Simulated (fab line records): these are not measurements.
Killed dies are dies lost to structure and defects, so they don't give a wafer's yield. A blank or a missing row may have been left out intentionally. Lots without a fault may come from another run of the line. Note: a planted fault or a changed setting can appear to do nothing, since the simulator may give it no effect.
Split-lot study / flow n5 finfet / 39 wafers read across 7 lots, on a route 1938 steps long

## SPLIT DETAILS
At N5_BEOL_M15_TRENCH_ETCH_34 (etches SiO2 in C4F8/O2/Ar, target depth 872.93 nm, time 199 s), the setting time s was moved away from the recipe's 199 s on 18 of the 39 wafers read, by -51.6% to +58.0%. This setting was run at the recipe's value on the other wafers.

## FROM THE SPLIT TO THE READING: what the file shows between them, 4 steps
- N5_BEOL_M15_STRIP_36: strips in O2
- N5_BEOL_M15_ECD_47: material Cu, target thk 1860 nm
- N5_BEOL_M15_ANNEAL_48: time 90 s
- N5_BEOL_M15_CMP_49: polishes, stops on SiO2, t overpolish 4.9 s, target thk 850 nm

## THE READING
M15_THK, in nm, at N5_BEOL_M15_THK_MEAS_50 (measures by xrf). Typical for fault-free wafers on this fab line: 857 nm, with standard deviation 16 nm.

wafer=L074.1; tool, chamber at the split=rie diel-02, 2; time s as run, s=199; against the recipe=recipe; M15_THK, nm=842; against lot-mates on the recipe=-
wafer=L074.2; tool, chamber at the split=rie diel-02, 3; time s as run, s=124.7; against the recipe=-37.3%; M15_THK, nm=537; against lot-mates on the recipe=-307
wafer=L074.3; tool, chamber at the split=rie diel-02, 0; time s as run, s=199; against the recipe=recipe; M15_THK, nm=842; against lot-mates on the recipe=-
wafer=L074.4; tool, chamber at the split=rie diel-02, 1; time s as run, s=124.7; against the recipe=-37.3%; M15_THK, nm=529; against lot-mates on the recipe=-315
wafer=L074.5; tool, chamber at the split=rie diel-02, 1; time s as run, s=124.7; against the recipe=-37.3%; M15_THK, nm=532; against lot-mates on the recipe=-312
wafer=L074.6; tool, chamber at the split=rie diel-02, 2; time s as run, s=199; against the recipe=recipe; M15_THK, nm=848; against lot-mates on the recipe=-
wafer=L083.1; tool, chamber at the split=rie diel-01, 0; time s as run, s=314.5; against the recipe=+58.0%; M15_THK, nm=1394; against lot-mates on the recipe=+530
wafer=L083.2; tool, chamber at the split=rie diel-01, 3; time s as run, s=199; against the recipe=recipe; M15_THK, nm=871; against lot-mates on the recipe=-
wafer=L083.3; tool, chamber at the split=rie diel-01, 2; time s as run, s=314.5; against the recipe=+58.0%; M15_THK, nm=1424; against lot-mates on the recipe=+560
wafer=L083.4; tool, chamber at the split=rie diel-01, 1; time s as run, s=199; against the recipe=recipe; M15_THK, nm=856; against lot-mates on the recipe=-
wafer=L083.5; tool, chamber at the split=rie diel-01, 0; time s as run, s=314.5; against the recipe=+58.0%; M15_THK, nm=1398; against lot-mates on the recipe=+534
wafer=L083.6; tool, chamber at the split=rie diel-01, 1; time s as run, s=199; against the recipe=recipe; M15_THK, nm=866; against lot-mates on the recipe=-
wafer=L086.1; tool, chamber at the split=rie diel-01, 3; time s as run, s=199; against the recipe=recipe; M15_THK, nm=846; against lot-mates on the recipe=-
wafer=L086.2; tool, chamber at the split=rie diel-01, 2; time s as run, s=307.9; against the recipe=+54.7%; M15_THK, nm=1348; against lot-mates on the recipe=+500
wafer=L086.3; tool, chamber at the split=rie diel-01, 0; time s as run, s=199; against the recipe=recipe; M15_THK, nm=860; against lot-mates on the recipe=-
wafer=L086.4; tool, chamber at the split=rie diel-01, 1; time s as run, s=307.9; against the recipe=+54.7%; M15_THK, nm=1321; against lot-mates on the recipe=+473
wafer=L086.5; tool, chamber at the split=rie diel-01, 1; time s as run, s=199; against the recipe=recipe; M15_THK, nm=839; against lot-mates on the recipe=-
wafer=L086.6; tool, chamber at the split=rie diel-01, 0; time s as run, s=307.9; against the recipe=+54.7%; M15_THK, nm=1329; against lot-mates on the recipe=+481
wafer=L091.3; tool, chamber at the split=rie diel-05, 2; time s as run, s=199; against the recipe=recipe; M15_THK, nm=864; against lot-mates on the recipe=-
wafer=L091.4; tool, chamber at the split=rie diel-05, 0; time s as run, s=199; against the recipe=recipe; M15_THK, nm=847; against lot-mates on the recipe=-
wafer=L091.6; tool, chamber at the split=rie diel-05, 2; time s as run, s=199; against the recipe=recipe; M15_THK, nm=852; against lot-mates on the recipe=-
wafer=L089.1; tool, chamber at the split=rie diel-01, 0; time s as run, s=96.37; against the recipe=-51.6%; M15_THK, nm=401; against lot-mates on the recipe=-442
wafer=L089.2; tool, chamber at the split=rie diel-01, 1; time s as run, s=199; against the recipe=recipe; M15_THK, nm=846; against lot-mates on the recipe=-
wafer=L089.3; tool, chamber at the split=rie diel-01, 3; time s as run, s=199; against the recipe=recipe; M15_THK, nm=840; against lot-mates on the recipe=-
wafer=L089.4; tool, chamber at the split=rie diel-01, 2; time s as run, s=96.37; against the recipe=-51.6%; M15_THK, nm=410; against lot-mates on the recipe=-433
wafer=L089.5; tool, chamber at the split=rie diel-01, 1; time s as run, s=199; against the recipe=recipe; M15_THK, nm=842; against lot-mates on the recipe=-
wafer=L089.6; tool, chamber at the split=rie diel-01, 2; time s as run, s=96.37; against the recipe=-51.6%; M15_THK, nm=409; against lot-mates on the recipe=-434
wafer=L097.1; tool, chamber at the split=rie diel-01, 3; time s as run, s=199; against the recipe=recipe; M15_THK, nm=830; against lot-mates on the recipe=-
wafer=L097.2; tool, chamber at the split=rie diel-01, 0; time s as run, s=97.64; against the recipe=-50.9%; M15_THK, nm=404; against lot-mates on the recipe=-432
wafer=L097.3; tool, chamber at the split=rie diel-01, 2; time s as run, s=97.64; against the recipe=-50.9%; M15_THK, nm=414; against lot-mates on the recipe=-422
wafer=L097.4; tool, chamber at the split=rie diel-01, 1; time s as run, s=199; against the recipe=recipe; M15_THK, nm=829; against lot-mates on the recipe=-
wafer=L097.5; tool, chamber at the split=rie diel-01, 0; time s as run, s=199; against the recipe=recipe; M15_THK, nm=849; against lot-mates on the recipe=-
wafer=L097.6; tool, chamber at the split=rie diel-01, 1; time s as run, s=97.64; against the recipe=-50.9%; M15_THK, nm=395; against lot-mates on the recipe=-441
wafer=L096.1; tool, chamber at the split=rie diel-02, 2; time s as run, s=199; against the recipe=recipe; M15_THK, nm=817; against lot-mates on the recipe=-
wafer=L096.2; tool, chamber at the split=rie diel-02, 1; time s as run, s=199; against the recipe=recipe; M15_THK, nm=841; against lot-mates on the recipe=-
wafer=L096.3; tool, chamber at the split=rie diel-02, 0; time s as run, s=199; against the recipe=recipe; M15_THK, nm=803; against lot-mates on the recipe=-
wafer=L096.4; tool, chamber at the split=rie diel-02, 3; time s as run, s=311.1; against the recipe=+56.3%; M15_THK, nm=1343; against lot-mates on the recipe=+523
wafer=L096.5; tool, chamber at the split=rie diel-02, 2; time s as run, s=311.1; against the recipe=+56.3%; M15_THK, nm=1293; against lot-mates on the recipe=+473
wafer=L096.6; tool, chamber at the split=rie diel-02, 3; time s as run, s=311.1; against the recipe=+56.3%; M15_THK, nm=1333; against lot-mates on the recipe=+513

FIT RESULTS
A straight line over all 39 wafers: M15_THK changes by +8.82 nm for each +1% of time s; r = +1.00; the points scatter about the line by 21 nm.
The same after taking each lot's own level away (the mean of its wafers on the recipe; 39 wafers): +8.78 nm for each +1%; r = +1.00; scatter 14 nm.
Per that fit: largest time s move, reading shift of 5.1e+02 nm.
Measured against the standard deviation above, the lots' own levels, which go from 820.3 to 864.3 nm, span 2.8 times it.
So the lot-to-lot level changes the slope little: the two slopes agree.
Check: +515 nm against its lot-mates is what the line predicts for one of the wafers moved furthest among these (+58.0%) when that wafer is left out of the fit. It came out at +530 nm against them.

## THE WHOLE CHAIN: every reading that the file lists as answering this split, in the file's order
step=N5_BEOL_M15_TRENCH_ETCH_34; what it does=etches SiO2 in C4F8/O2/Ar, target depth 872.93 nm, time 199 s; reading=etch.depth nm (the simulator's own value, which no gauge read); change (the file's fit)=+8.75 nm for each +1% of the setting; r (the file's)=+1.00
step=N5_BEOL_M15_TRENCH_ETCH_34; what it does=etches SiO2 in C4F8/O2/Ar, target depth 872.93 nm, time 199 s; reading=coat_of_BEOL_M15_COAT_22.thk nm (the simulator's own value, which no gauge read); change (the file's fit)=-1.75 nm for each +1% of the setting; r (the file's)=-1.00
step=N5_BEOL_M15_CMP_49; what it does=polishes, stops on SiO2, t overpolish 4.9 s, target thk 850 nm; reading=Cu_of_BEOL_M15_ECD_47.thk nm (the simulator's own value, which no gauge read); change (the file's fit)=+8.76 nm for each +1% of the setting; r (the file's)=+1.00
step=N5_BEOL_M15_THK_MEAS_50; what it does=measures by xrf; reading=M15_THK; change (the file's fit)=+8.79 for each +1% of the setting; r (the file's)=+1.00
step=N5_BEOL_M15_RS_MEAS_54; what it does=measures by four-point-probe; reading=M15_RS; change (the file's fit)=not straight: 0.0463 at the lowest setting, 0.0218 at the recipe, 0.0132 at the highest; r (the file's)=not given

## THE FILE'S OWN FIT
M15_THK changes by +8.79 nm for each +1% of time s, r = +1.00.
